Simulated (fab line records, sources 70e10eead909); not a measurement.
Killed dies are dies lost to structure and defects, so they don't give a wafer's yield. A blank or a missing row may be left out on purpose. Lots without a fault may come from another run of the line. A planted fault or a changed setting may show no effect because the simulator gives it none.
fab line records | flow nand_harc
record lots=24 wafers=72 last_day=34
route steps=1302 shown A_ONON_D1@441 A_CHANNEL_HOLE_D1@466
lots that met no fault: from a run of the same line without faults
start_h: hours from the record's first day to the start of the lot's first wafer shown | wait_h: hours since the lot's step before | " the same as in the row above | L1.1+2: a row that stands for several wafers | - no value, or no start given | * or withheld: withheld | < > ~ a bound
route shown NAME@n: a module of which the file shows steps, and the number in the route of the first | usual: mean/standard deviation of fault-free wafers | same: alike in all rows | chamber/n: place in a boat | sites: the reading at each site | _std_site: their standard deviation | _edge_site: outer sites' mean less inner sites' | radius_mm: how far each site lies from the wafer's centre | mask NAME#n: copy n | behind: the tool/chamber that last shaped the wafer | hold: why the lot was held/for how many hours/how that ended | device: the transistor (n, p or np) that didn't switch | end of line: the same wafers' tests at the end of the route | a step without rows: its recipe alone | killed: dies lost to structure and defects at the first sort, not the wafer's yield | map: a wafer's dies, x killed, . not, _ none there
set.NAME: the setting as run; set.NAME@STEP: as run at that earlier step | model.NAME: the simulator's own value behind a step, which no gauge read
steps of the route over a sample of lots; a table a step, a row a wafer
services: from which hour (start_h, from the record's first day; less than 0 if before it) a tool's chamber was out of use, for how many hours, and why
## steps
# step NHARC_A_ONON_D1_THK_MEAS_24
# recipe thk_meas_gauge=ellipsometry
# usual thk_nm=1002/10
# columns lot.wafer tool chamber start_h wait_h thk_nm
L074.2 film_metro-02 - 176.20 - 1004
L074.3 " - " " 1004
L074.5 " - " " 1006
L075.1 film_metro-02 - 183.52 - 980
L075.2 " - " " 980
L075.4 " - " " 981
L077.2 film_metro-02 - 196.15 - 999
L077.5 " - " " 998
L077.6 " - " " 996
L076.1 film_metro-01 - 196.15 - 983
L076.2 " - " " 984
L076.6 " - " " 984
L078.2 film_metro-02 - 215.78 - 1015
L078.3 " - " " 1014
L078.6 " - " " 1015
L079.1 film_metro-01 - 222.95 - 1001
L079.3 " - " " 1001
L079.6 " - " " 1000
L080.2 film_metro-01 - 238.70 - 996
L080.3 " - " " 995
L080.5 " - " " 997
L082.2 film_metro-02 - 253.35 - 998
L082.3 " - " " 999
L082.4 " - " " 1001
L081.3 film_metro-01 - 253.39 - 1005
L081.5 " - " " 1008
L081.6 " - " " 1007
L083.2 film_metro-02 - 267.71 - 1021
L083.5 " - " " 1021
L083.6 " - " " 1025
L084.1 film_metro-01 - 274.37 - 1023
L084.2 " - " " 1023
L084.4 " - " " 1026
L085.1 film_metro-01 - 284.21 - 998
L085.3 " - " " 997
L085.6 " - " " 997
L086.1 film_metro-02 - 303.57 - 1008
L086.5 " - " " 1007
L086.6 " - " " 1008
L087.3 film_metro-01 - 303.57 - 1006
L087.4 " - " " 1009
L087.6 " - " " 1008
L088.3 film_metro-02 - 316.24 - 1002
L088.5 " - " " 1000
L088.6 " - " " 1001
L089.3 film_metro-02 - 330.17 - 998
L089.4 " - " " 999
L089.6 " - " " 999
L090.2 film_metro-01 - 340.72 - 1010
L090.4 " - " " 1010
L090.5 " - " " 1012
L091.1 film_metro-02 - 340.73 - 995
L091.2 " - " " 994
L091.3 " - " " 992
L092.4 film_metro-01 - 350.27 - 1003
L092.5 " - " " 1000
L092.6 " - " " 1001
L093.1 film_metro-01 - 367.66 - 1000
L093.3 " - " " 1001
L093.4 " - " " 1003
L094.1 film_metro-01 - 367.66 - 994
L094.2 " - " " 992
L094.3 " - " " 992
L095.4 film_metro-01 - 382.30 - 1008
L095.5 " - " " 1007
L095.6 " - " " 1007
L096.2 film_metro-02 - 410.86 - 1000
L096.3 " - " " 1001
L096.6 " - " " 1003
L097.2 film_metro-02 - 411.00 - 996
L097.3 " - " " 998
L097.5 " - " " 997
# step NHARC_A_ONON_D1_DEP_33
# recipe target_thk_a=2000 temp_c=400 pressure_torr=6.5 rf_w=900 teos_flow_sccm=161.4 flow_sccm=2650 target_thk_nm=200 gas=O2 material=SiO2
# usual heater_power_w=565/110 throttle_valve_pct=15.9/0.39
# columns lot.wafer tool chamber start_h wait_h heater_power_w throttle_valve_pct
L074.2 pecvd-01 0 177.39 0.1 829 16.2
L074.3 " 2 " " 694 15.7
L074.5 " 0 " " 619 16.3
L075.1 pecvd-03 1 184.72 0.1 590 15.7
L075.2 " 0 " " 588 16.1
L075.4 " 1 " " 460 15.6
L077.2 pecvd-01 2 197.39 0.1 636 15.5
L077.5 " 1 " " 707 16.3
L077.6 " 0 " " 794 16.2
L076.1 pecvd-02 2 197.42 0.1 429 15.5
L076.2 " 0 " " 596 15.3
L076.6 " 2 " " 449 15.4
L078.3 pecvd-02 1 217.02 0.1 458 15.9
L078.2 " 2 " " 415 15.3
L078.6 " 1 " " 469 15.4
L079.1 pecvd-01 1 224.18 0.1 740 16.2
L079.3 " 2 " " 645 15.7
L079.6 " 0 " " 788 16.3
L080.3 pecvd-01 0 239.94 0.1 781 16.2
L080.2 " 1 " " 698 16.9
L080.5 " 1 " " 695 16.4
L082.3 pecvd-02 1 254.54 0.1 456 15.8
L082.2 " 2 " " 412 15.2
L082.4 " 2 " " 422 15.4
L081.3 pecvd-03 2 254.78 0.3 569 16.1
L081.6 " 0 " " 606 15.7
L081.5 " 2 " " 575 16.4
L083.2 pecvd-02 0 268.98 0.1 629 16.0
L083.6 " 2 " " 460 15.3
L083.5 " 0 " " 627 15.9
L084.2 pecvd-02 0 275.60 0.1 532 16.2
L084.1 " 1 " " 498 15.8
L084.4 " 0 " " 556 16.3
L085.1 pecvd-02 0 285.40 0.1 583 16.1
L085.3 " 1 " " 510 15.6
L085.6 " 2 " " 392 15.4
L087.3 pecvd-03 1 304.76 0.1 550 15.6
L087.4 " 2 " " 487 16.4
L087.6 " 0 " " 560 15.7
L086.1 pecvd-02 0 304.80 0.1 665 16.0
L086.6 " 0 " " 494 16.1
L086.5 " 1 " " 517 15.9
L088.3 pecvd-02 0 317.49 0.1 522 16.0
L088.6 " 2 " " 380 15.5
L088.5 " 1 " " 462 16.1
L089.3 pecvd-02 1 331.41 0.1 521 16.4
L089.4 " 0 " " 561 16.1
L089.6 " 2 " " 417 15.5
L091.3 pecvd-03 2 341.93 0.1 535 16.4
L091.2 " 0 " " 595 15.9
L091.1 " 1 " " 554 15.9
L090.2 pecvd-01 1 341.96 0.1 709 16.2
L090.5 " 0 " " 796 15.9
L090.4 " 2 " " 620 15.3
L092.4 pecvd-03 2 351.59 0.2 449 16.7
L092.5 " 0 " " 501 15.8
L092.6 " 1 " " 575 15.8
L093.1 pecvd-02 0 368.84 0.1 649 16.1
L093.3 " 2 " " 412 15.4
L093.4 " 2 " " 424 15.5
L094.1 pecvd-01 1 369.07 0.1 686 16.1
L094.3 " 2 " " 662 15.6
L094.2 " 0 " " 651 16.3
L095.5 pecvd-02 0 383.61 0.2 535 16.1
L095.4 " 1 " " 440 16.1
L095.6 " 2 " " 387 15.2
L096.3 pecvd-01 2 412.05 0.1 553 15.6
L096.2 " 1 " " 740 16.2
L096.6 " 0 " " 709 16.0
L097.3 pecvd-01 0 412.33 0.2 739 16.2
L097.2 " 1 " " 695 16.1
L097.5 " 2 " " 599 15.2
# step NHARC_A_ONON_D1_INSPECT_32
# usual raw_defect_count=66/20
# columns lot.wafer tool chamber start_h wait_h raw_defect_count
L074.2 defect_inspect-01 - 177.87 0.0 82
L074.3 " - " " 71
L074.5 " - " " 61
L075.1 defect_inspect-01 - 185.19 0.0 74
L075.2 " - " " 79
L075.4 " - " " 83
L077.2 defect_inspect-01 - 197.84 0.0 54
L077.5 " - " " 71
L077.6 " - " " 72
L076.1 defect_inspect-02 - 197.86 0.0 68
L076.2 " - " " 68
L076.6 " - " " 39
L078.2 defect_inspect-02 - 217.47 0.0 51
L078.3 " - " " 78
L078.6 " - " " 121
L079.1 defect_inspect-01 - 224.65 0.1 65
L079.3 " - " " 43
L079.6 " - " " 70
L080.2 defect_inspect-01 - 240.37 0.0 76
L080.3 " - " " 62
L080.5 " - " " 53
L082.2 defect_inspect-01 - 255.03 0.0 52
L082.3 " - " " 45
L082.4 " - " " 85
L081.3 defect_inspect-01 - 255.22 0.0 67
L081.5 " - " " 45
L081.6 " - " " 53
L083.2 defect_inspect-02 - 269.37 0.0 49
L083.5 " - " " 50
L083.6 " - " " 49
L084.1 defect_inspect-02 - 276.05 0.0 75
L084.2 " - " " 104
L084.4 " - " " 72
L085.1 defect_inspect-01 - 285.91 0.0 65
L085.3 " - " " 67
L085.6 " - " " 83
L087.3 defect_inspect-02 - 305.24 0.0 40
L087.4 " - " " 48
L087.6 " - " " 66
L086.1 defect_inspect-01 - 305.25 0.0 118
L086.5 " - " " 70
L086.6 " - " " 63
L088.3 defect_inspect-01 - 317.94 0.0 44
L088.5 " - " " 55
L088.6 " - " " 52
L089.3 defect_inspect-01 - 331.85 0.0 49
L089.4 " - " " 49
L089.6 " - " " 48
L090.2 defect_inspect-01 - 342.39 0.0 75
L090.4 " - " " 47
L090.5 " - " " 82
L091.1 defect_inspect-02 - 342.40 0.0 65
L091.2 " - " " 86
L091.3 " - " " 54
L092.4 defect_inspect-02 - 351.93 0.0 58
L092.5 " - " " 66
L092.6 " - " " 64
L093.1 defect_inspect-01 - 369.34 0.0 101
L093.3 " - " " 99
L093.4 " - " " 62
L094.1 defect_inspect-02 - 369.57 0.0 78
L094.2 " - " " 66
L094.3 " - " " 65
L095.4 defect_inspect-02 - 383.95 0.0 49
L095.5 " - " " 94
L095.6 " - " " 26
L096.2 defect_inspect-01 - 412.55 0.0 93
L096.3 " - " " 92
L096.6 " - " " 50
L097.2 defect_inspect-02 - 412.83 0.0 113
L097.3 " - " " 102
L097.5 " - " " 81
# step NHARC_A_CHANNEL_HOLE_D1_ETCH_38
# recipe target_depth_a=390 over_etch_frac=0.3 time_s=65 ion_energy_ev=80 cf4_flow_sccm=150 ar_flow_sccm=0 rf_w=300 bias_w=100 chemistry=CF4
# usual drypump_motor_current_A=5.7/0.57 oes_product_au=0.999/0.0077 rf_vpp_V=151.1/1.1 showerhead_plenum_p_Torr=1.75/0.076 throttle_valve_pct=13.284/0.0087
# columns lot.wafer tool chamber start_h wait_h drypump_motor_current_A oes_product_au rf_hours_counter_h rf_vpp_V showerhead_plenum_p_Torr throttle_valve_pct
L074.3 rie_diel-06 3 180.85 0.1 5.5 1.001 4 152.4 1.86 13.294
L074.2 " 1 " " 5.7 0.998 4 150.9 1.73 13.297
L074.5 " 0 " " 6.1 1.022 - 152.1 1.67 13.282
L075.2 rie_diel-05 2 188.93 0.1 6.3 0.990 51 150.8 1.70 13.289
L075.1 " 3 " " 4.9 0.999 43 149.5 1.66 13.279
L075.4 " 2 " " 6.3 0.989 - 150.8 1.70 13.279
L077.2 rie_diel-06 3 203.09 0.1 5.5 0.994 5 152.4 1.86 13.271
L077.5 " 0 " " 6.1 1.003 - 150.4 1.67 13.273
L077.6 " 1 " " 5.7 0.989 - 150.1 1.73 13.292
L076.2 rie_diel-04 1 203.28 0.1 5.4 0.997 3 154.3 1.91 13.301
L076.1 " 2 " " 5.7 1.012 3 152.4 1.79 13.282
L076.6 " 0 " " 5.2 0.994 - 150.6 1.70 13.289
L078.3 rie_diel-05 2 220.46 0.1 6.3 0.995 63 149.7 1.70 13.308
L078.2 " 3 " " 5.0 1.008 53 149.2 1.66 13.271
L078.6 " 2 " " 6.3 0.994 - 149.5 1.70 13.286
L079.3 rie_diel-06 3 229.31 0.1 5.5 0.995 8 151.9 1.86 13.279
L079.1 " 0 " " 6.1 1.009 7 149.9 1.67 13.289
L079.6 " 3 " " 5.5 0.995 - 152.9 1.86 13.291
L080.2 rie_diel-06 1 243.72 0.1 5.7 0.989 9 151.4 1.73 13.298
L080.3 " 2 " " 4.7 1.013 9 150.8 1.73 13.274
L080.5 " 2 " " 4.7 1.004 - 151.0 1.73 13.293
L082.4 rie_diel-05 3 258.98 0.1 5.0 0.992 6 151.0 1.66 13.266
L082.3 " 0 " " 5.5 1.005 7 152.7 1.84 13.285
L082.2 " 1 " " 6.6 0.988 4 150.8 1.73 13.288
L081.3 rie_diel-04 3 260.27 0.1 6.2 0.997 22 150.2 1.77 13.287
L081.5 " 1 " " 5.4 1.004 - 151.7 1.90 13.293
L081.6 " 2 " " 5.7 1.011 - 151.6 1.79 13.278
L083.2 rie_diel-04 3 272.34 0.1 6.2 1.001 27 151.9 1.77 13.284
L083.5 " 1 " " 5.4 0.999 - 154.4 1.90 13.276
L083.6 " 2 " " 5.7 0.996 - 150.0 1.79 13.292
L084.2 rie_diel-06 2 278.90 0.1 4.8 1.007 12 150.7 1.73 13.278
L084.1 " 3 " " 5.5 1.000 10 152.3 1.86 13.297
L084.4 " 1 " " 5.7 0.989 12 150.5 1.73 13.281
L085.3 rie_diel-04 3 292.65 0.2 6.2 0.992 35 149.4 1.77 13.299
L085.1 " 1 " " 5.4 0.981 31 152.2 1.90 13.272
L085.6 " 3 " " 6.2 0.991 - 151.9 1.77 13.277
L087.3 rie_diel-05 3 310.56 0.1 4.9 1.008 23 151.0 1.65 13.282
L087.4 " 0 " " 5.5 1.001 22 151.9 1.84 13.287
L087.6 " 3 " " 4.9 1.000 - 150.1 1.65 13.291
L086.1 rie_diel-05 1 312.61 0.1 6.6 0.987 20 149.0 1.73 13.283
L086.6 " 3 " " 5.0 0.998 - 150.7 1.65 13.285
L086.5 " 0 " " 5.5 0.999 - 152.7 1.84 13.282
L088.3 rie_diel-05 1 320.94 0.1 6.6 0.995 24 149.7 1.73 13.273
L088.5 " 0 " " 5.5 1.005 - 151.4 1.84 13.266
L088.6 " 1 " " 6.6 1.006 - 151.2 1.73 13.271
L089.4 rie_diel-06 1 336.77 0.1 5.7 1.013 2 149.8 1.73 13.289
L089.3 " 3 " " 5.5 0.987 2 150.5 1.86 13.288
L089.6 " 1 " " 5.7 1.007 - 151.6 1.73 13.275
L090.4 rie_diel-05 1 345.35 0.1 6.6 0.992 34 152.3 1.72 13.273
L090.2 " 3 " " 5.0 1.002 37 150.7 1.65 13.274
L090.5 " 0 " " 5.5 1.004 - 152.3 1.84 13.289
L091.3 rie_diel-04 0 345.60 0.1 5.2 1.003 53 151.6 1.68 13.287
L091.2 " 1 " " 5.3 0.993 53 153.4 1.89 13.278
L091.1 " 2 " " 5.7 0.984 53 150.0 1.78 13.276
L092.4 rie_diel-05 3 354.98 0.1 4.9 0.989 39 149.4 1.65 13.284
L092.5 " 1 " " 6.6 0.990 - 151.3 1.72 13.281
L092.6 " 2 " " 6.3 0.988 - 151.3 1.69 13.283
L093.4 rie_diel-06 0 372.21 0.1 6.1 1.001 4 151.1 1.67 13.290
L093.1 " 1 " " 5.7 1.012 4 150.9 1.73 13.279
L093.3 " 2 " " 4.7 1.006 4 151.0 1.73 13.288
L094.2 rie_diel-04 0 373.39 0.1 5.2 0.999 5 150.5 1.68 13.276
L094.1 " 1 " " 5.4 1.003 3 153.3 1.89 13.274
L094.3 " 2 " " 5.7 0.994 4 152.2 1.78 13.296
L095.6 rie_diel-06 0 387.46 0.1 6.1 0.999 - 150.3 1.67 13.284
L095.5 " 1 " " 5.7 1.014 - 150.9 1.73 13.280
L095.4 " 2 " " 4.7 1.002 - 151.9 1.73 13.277
L096.2 rie_diel-06 0 415.57 0.1 6.1 0.996 8 149.2 1.66 13.292
L096.3 " 3 " " 5.5 1.002 7 151.8 1.86 13.311
L096.6 " 1 " " 5.7 1.013 - 150.7 1.73 13.283
L097.2 rie_diel-05 1 416.63 0.1 6.7 0.992 0 150.7 1.72 13.282
L097.3 " 2 " " 6.3 0.998 0 150.7 1.69 13.264
L097.5 " 3 " " 4.9 1.009 - 150.7 1.91 13.289
# step NHARC_A_CHANNEL_HOLE_D1_ETCH_23
# recipe bias_v=5000 source_w=withheld pressure_mtorr=20 time_s=819 ar_flow_sccm=375 c4f8_flow_sccm=89.3 o2_flow_sccm=35.7 temp_c=-20 target_depth_a=16000 chemistry=C4F8/O2/Ar
# usual drypump_motor_current_A=6.1/0.52 o2_flow_sccm=35.69/0.11 showerhead_plenum_p_Torr=3.67/0.12 throttle_valve_pct=32.155/0.0087
# columns lot.wafer tool chamber start_h wait_h drypump_motor_current_A o2_flow_sccm rf_hours_counter_h showerhead_plenum_p_Torr throttle_valve_pct
L074.2 har_etch-01 0 183.79 0.5 6.2 35.53 92 3.73 32.156
L074.3 " 1 " " 5.3 35.86 - 3.73 32.162
L074.5 " 1 " " 5.3 35.81 - 3.73 32.142
L075.1 har_etch-02 0 193.41 0.5 6.7 35.74 289 3.62 32.157
L075.2 " 1 " " 6.2 35.75 305 3.41 32.162
L075.4 " 0 " " 6.7 35.63 - 3.62 32.158
L077.2 har_etch-02 1 205.70 0.5 6.2 35.68 312 3.41 32.163
L077.5 " 0 " " 6.7 35.61 - 3.61 32.140
L077.6 " 1 " " 6.2 35.89 - 3.41 32.149
L076.1 har_etch-01 1 208.95 0.5 5.3 35.49 107 3.72 32.140
L076.2 " 0 " " 6.2 35.84 107 3.72 32.163
L076.6 " 1 " " 5.3 35.48 - 3.72 32.163
L078.2 har_etch-02 0 223.01 0.5 6.8 35.83 301 3.61 32.159
L078.3 " 1 " " 6.2 35.65 - 3.40 32.148
L078.6 " 1 " " 6.2 35.59 - 3.40 32.149
L079.1 har_etch-02 1 234.18 0.5 6.2 35.88 324 3.40 32.162
L079.3 " 1 " " 6.2 35.76 - 3.40 32.181
L079.6 " 0 " " 6.7 35.56 - 3.61 32.155
L080.2 har_etch-01 1 246.57 0.5 5.3 35.80 123 3.71 32.154
L080.3 " 1 " " 5.3 35.80 - 3.71 32.155
L080.5 " 1 " " 5.3 35.79 - 3.71 32.159
L082.2 har_etch-02 0 263.17 1.0 6.8 35.55 - 3.60 32.158
L082.3 " 0 " " 6.7 35.65 - 3.60 32.144
L082.4 " 0 " " 6.8 35.50 - 3.60 32.169
L081.3 har_etch-01 1 264.39 0.5 5.3 35.68 - 3.71 32.145
L081.5 " 1 " " 5.3 35.61 - 3.70 32.153
L081.6 " 0 " " 6.2 35.65 - 3.71 32.163
L083.2 har_etch-01 1 276.74 0.5 5.3 35.65 150 3.70 32.153
L083.6 " 1 " " 5.3 35.66 - 3.70 32.149
L083.5 " 0 " " 6.2 35.50 - 3.70 32.161
L084.1 har_etch-02 0 281.44 0.5 6.8 35.79 342 3.59 32.146
L084.2 " 1 " " 6.2 35.74 343 3.93 32.149
L084.4 " 0 " " 6.7 35.65 - 3.59 32.161
L085.1 har_etch-01 0 295.96 0.5 6.2 35.75 161 3.69 32.149
L085.3 " 0 " " 6.2 35.61 - 3.69 32.141
L085.6 " 1 " " 5.3 35.58 - 3.69 32.163
L087.3 har_etch-02 0 313.35 0.5 6.7 35.53 - 3.58 32.140
L087.4 " 1 " " 6.2 35.71 - 3.92 32.150
L087.6 " 0 " " 6.7 35.60 - 3.58 32.145
L086.1 har_etch-01 0 315.25 0.5 6.2 35.66 168 3.69 32.154
L086.5 " 0 " " 6.2 35.63 - 3.69 32.150
L086.6 " 1 " " 5.3 35.67 - 3.69 32.158
L088.3 har_etch-01 0 323.92 0.5 6.2 35.64 - 3.68 32.149
L088.6 " 1 " " 5.3 35.66 - 3.68 32.142
L088.5 " 0 " " 6.2 35.81 - 3.68 32.160
L089.4 har_etch-01 1 340.68 0.5 5.3 35.62 - 3.68 32.164
L089.3 " 0 " " 6.2 35.77 - 3.68 32.146
L089.6 " 0 " " 6.2 35.68 - 3.68 32.166
L090.2 har_etch-01 0 348.06 0.5 6.2 35.56 188 3.68 32.153
L090.4 " 0 " " 6.2 35.82 - 3.68 32.144
L090.5 " 1 " " 5.3 35.62 - 3.68 32.161
L091.1 har_etch-02 0 348.18 0.5 6.7 35.90 381 3.57 32.147
L091.2 " 1 " " 6.2 35.62 381 3.91 32.162
L091.3 " 1 " " 6.2 35.76 - 3.91 32.156
L092.4 har_etch-01 0 357.78 0.5 6.2 35.76 - 3.68 32.156
L092.6 " 0 " " 6.2 35.69 - 3.68 32.150
L092.5 " 1 " " 5.3 35.86 - 3.68 32.159
L093.1 har_etch-01 1 374.87 0.5 5.3 35.53 203 3.67 32.170
L093.4 " 0 " " 6.2 35.86 - 3.67 32.143
L093.3 " 1 " " 5.3 35.66 - 3.67 32.164
L094.2 har_etch-02 1 375.93 0.5 6.2 35.81 396 3.90 32.144
L094.1 " 0 " " 6.7 35.72 396 3.56 32.158
L094.3 " 0 " " 6.8 35.74 - 3.56 32.162
L095.4 har_etch-01 0 395.26 0.5 6.2 35.57 - 3.66 32.142
L095.5 " 1 " " 5.3 35.68 - 3.66 32.149
L095.6 " 0 " " 6.2 35.56 - 3.66 32.162
L096.2 har_etch-01 1 418.21 0.5 5.3 35.88 230 3.66 32.158
L096.3 " 0 " " 6.2 35.60 - 3.66 32.156
L096.6 " 0 " " 6.2 35.69 - 3.66 32.164
L097.2 har_etch-02 1 419.27 0.5 6.2 35.89 16 3.89 32.167
L097.3 " 0 " " 6.7 35.65 - 3.92 32.151
L097.5 " 1 " " 6.2 35.57 - 3.89 32.143
# step NHARC_A_CHANNEL_HOLE_D1_ETCH_25
# recipe bias_v=5000 source_w=withheld pressure_mtorr=20 time_s=1040.2 ar_flow_sccm=375 c4f8_flow_sccm=93.8 o2_flow_sccm=31.2 temp_c=-20 target_depth_a=15000 chemistry=C4F8/O2/Ar
# usual drypump_motor_current_A=6.1/0.51 o2_flow_sccm=31.20/0.091 showerhead_plenum_p_Torr=3.67/0.12 throttle_valve_pct=32.236/0.0094
# columns lot.wafer tool chamber start_h wait_h drypump_motor_current_A o2_flow_sccm rf_hours_counter_h showerhead_plenum_p_Torr throttle_valve_pct
L074.2 har_etch-01 0 185.28 0.7 6.2 31.25 94 3.72 32.225
L074.3 " 1 " " 5.4 31.23 - 3.73 32.245
L074.5 " 1 " " 5.4 31.13 - 3.72 32.246
L075.1 har_etch-02 0 194.89 0.6 6.8 31.26 290 3.61 32.242
L075.2 " 1 " " 6.2 31.16 306 3.41 32.241
L075.4 " 0 " " 6.8 31.23 - 3.61 32.240
L077.2 har_etch-02 1 207.19 0.7 6.2 31.26 314 3.40 32.246
L077.5 " 0 " " 6.7 31.08 - 3.61 32.229
L077.6 " 1 " " 6.2 31.26 - 3.40 32.241
L076.1 har_etch-01 1 210.43 0.6 5.4 31.20 109 3.72 32.239
L076.2 " 0 " " 6.2 31.13 109 3.72 32.237
L076.6 " 1 " " 5.3 31.33 - 3.72 32.253
L078.2 har_etch-02 0 224.50 0.7 6.8 31.10 302 3.61 32.227
L078.3 " 1 " " 6.2 31.20 - 3.40 32.221
L078.6 " 1 " " 6.2 31.25 - 3.40 32.226
L079.1 har_etch-02 1 235.66 0.7 6.2 31.16 326 3.40 32.235
L079.3 " 1 " " 6.2 31.11 - 3.39 32.233
L079.6 " 0 " " 6.8 31.19 - 3.60 32.232
L080.2 har_etch-01 1 248.07 0.7 5.3 31.24 124 3.71 32.232
L080.3 " 1 " " 5.3 31.17 - 3.71 32.264
L080.5 " 1 " " 5.4 31.11 - 3.71 32.243
L081.3 har_etch-01 1 265.92 0.7 5.3 31.17 - 3.70 32.228
L081.5 " 1 " " 5.4 31.28 - 3.70 32.237
L081.6 " 0 " " 6.2 31.32 - 3.70 32.243
L082.2 har_etch-02 0 266.14 1.3 6.8 31.21 - 3.59 32.246
L082.3 " 0 " " 6.7 31.18 - 3.59 32.220
L082.4 " 0 " " 6.8 31.22 - 3.59 32.236
L083.2 har_etch-01 1 278.22 0.6 5.3 31.15 151 3.69 32.245
L083.6 " 1 " " 5.3 31.03 - 3.69 32.237
L083.5 " 0 " " 6.1 31.07 - 3.69 32.244
L084.1 har_etch-02 0 282.90 0.6 6.8 31.25 344 3.58 32.242
L084.2 " 1 " " 6.2 31.26 344 3.93 32.237
L084.4 " 0 " " 6.8 31.18 - 3.58 32.241
L085.1 har_etch-01 0 297.44 0.6 6.2 31.21 162 3.69 32.247
L085.3 " 0 " " 6.2 31.15 - 3.69 32.219
L085.6 " 1 " " 5.4 31.20 - 3.69 32.227
L087.3 har_etch-02 0 314.88 0.7 6.7 30.99 - 3.58 32.255
L087.4 " 1 " " 6.2 31.21 - 3.92 32.228
L087.6 " 0 " " 6.7 31.17 - 3.58 32.220
L086.1 har_etch-01 0 316.71 0.6 6.2 31.24 170 3.68 32.220
L086.5 " 0 " " 6.2 31.23 - 3.68 32.230
L086.6 " 1 " " 5.3 31.17 - 3.68 32.218
L088.3 har_etch-01 0 325.48 0.7 6.2 31.28 - 3.68 32.251
L088.6 " 1 " " 5.4 31.34 - 3.68 32.248
L088.5 " 0 " " 6.2 31.18 - 3.68 32.240
L089.4 har_etch-01 1 342.19 0.7 5.3 31.15 - 3.68 32.234
L089.3 " 0 " " 6.2 31.29 - 3.67 32.225
L089.6 " 0 " " 6.2 31.16 - 3.68 32.235
L090.2 har_etch-01 0 349.55 0.7 6.2 31.10 189 3.67 32.234
L090.4 " 0 " " 6.2 31.23 - 3.67 32.232
L090.5 " 1 " " 5.3 31.16 - 3.67 32.232
L091.1 har_etch-02 0 349.65 0.7 6.8 31.20 382 3.56 32.235
L091.2 " 1 " " 6.2 31.17 383 3.90 32.235
L091.3 " 1 " " 6.2 31.12 - 3.90 32.234
L092.4 har_etch-01 0 359.28 0.7 6.2 31.15 - 3.67 32.246
L092.6 " 0 " " 6.2 31.05 - 3.67 32.235
L092.5 " 1 " " 5.4 31.18 - 3.67 32.239
L093.1 har_etch-01 1 376.38 0.7 5.3 31.14 205 3.66 32.248
L093.4 " 0 " " 6.2 31.30 - 3.66 32.223
L093.3 " 1 " " 5.3 31.25 - 3.66 32.259
L094.2 har_etch-02 1 377.38 0.6 6.2 31.01 398 3.90 32.215
L094.1 " 0 " " 6.7 31.12 397 3.56 32.237
L094.3 " 0 " " 6.7 31.09 - 3.55 32.239
L095.4 har_etch-01 0 396.82 0.7 6.2 31.22 - 3.66 32.231
L095.5 " 1 " " 5.4 31.10 - 3.66 32.238
L095.6 " 0 " " 6.2 31.25 - 3.66 32.236
L096.2 har_etch-01 1 419.70 0.7 5.3 31.18 231 3.65 32.221
L096.3 " 0 " " 6.2 31.21 - 3.65 32.231
L096.6 " 0 " " 6.2 31.25 - 3.65 32.243
L097.2 har_etch-02 1 420.75 0.7 6.2 31.10 18 3.89 32.238
L097.3 " 0 " " 6.7 31.33 - 3.92 32.230
L097.5 " 1 " " 6.2 31.19 - 3.89 32.235
## services
# columns tool chamber start_h hours kind
rie_diel-06 0 155.08 11.2 repair
rie_diel-04 1 157.93 2.0 repair
rie_diel-05 0 159.05 37.6 repair
rie_diel-05 1 168.30 2.3 repair
rie_diel-04 - 177.90 9.0 pm
pecvd-02 - 227.11 13.0 pm
rie_diel-05 - 229.65 9.0 pm
rie_diel-06 3 239.80 15.4 repair
rie_diel-05 3 276.72 2.4 repair
rie_diel-06 - 295.51 0.4 repair
rie_diel-06 - 307.23 9.0 pm
pecvd-01 - 311.12 13.0 pm
rie_diel-05 - 314.84 0.7 repair
rie_diel-05 2 321.75 7.0 repair
rie_diel-04 0 327.47 4.5 repair
rie_diel-06 2 339.84 5.7 repair
rie_diel-04 - 354.97 9.0 pm
rie_diel-06 1 360.44 3.1 repair
har_etch-02 - 380.05 17.0 pm
rie_diel-06 3 386.79 6.9 repair
rie_diel-05 0 386.85 20.6 repair
rie_diel-06 3 403.08 7.4 repair
rie_diel-05 - 406.65 9.0 pm
pecvd-02 - 408.11 13.0 pm
## key
fault none
